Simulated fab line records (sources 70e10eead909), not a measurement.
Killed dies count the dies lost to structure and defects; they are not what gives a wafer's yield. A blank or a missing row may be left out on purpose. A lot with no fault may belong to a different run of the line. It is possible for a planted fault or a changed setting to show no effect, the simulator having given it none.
Chamber matching | flow nand harc | 3 sister chambers for NHARC_P_M1_PRE_CLEAN_32 on pecvd-04
The step time 12 s. 3 wafers are shown with their chamber, then 7 later ones without.

WAFERS WITH THEIR CHAMBER
wafer  | chamber | heater power w (W)
L084.3 | 1       | 672
L089.2 | 2       | 589
L089.3 | 0       | 520

WAFERS WITHOUT THEIR CHAMBER
wafer  | heater power w (W)
L089.5 | 667
L095.1 | 717
L095.2 | 508
L095.5 | 592
L097.2 | 568
L097.3 | 584
L097.6 | 593

WHICH CHAMBER EACH ONE RAN IN
wafer  | from the rows above     | in truth
L089.5 | 1                       | 1
L095.1 | 1                       | 1
L095.2 | 0                       | 0
L095.5 | 2                       | 2
L097.2 | can't be placed: 2 or 0 | 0
L097.3 | 2                       | 2
L097.6 | 2                       | 2
6 of 7 placed correctly. Can't be placed from these rows: 1 (the true chamber is among the candidates in 1). Number placed wrongly: 0.
How it was worked out, from the rows above alone: a wafer's distance from a chamber is the root of the sum, over the readings, of the square of ((its reading less the chamber's mean) divided by the reading's scatter). If the next closest chamber is less than 2 further off than the closest, the wafer can't be placed; otherwise it belongs to the closest. A chamber's mean is the mean of its shown wafers. The scatter: root of mean squared gap, hidden wafer to nearest shown wafer, with one shown wafer a chamber.
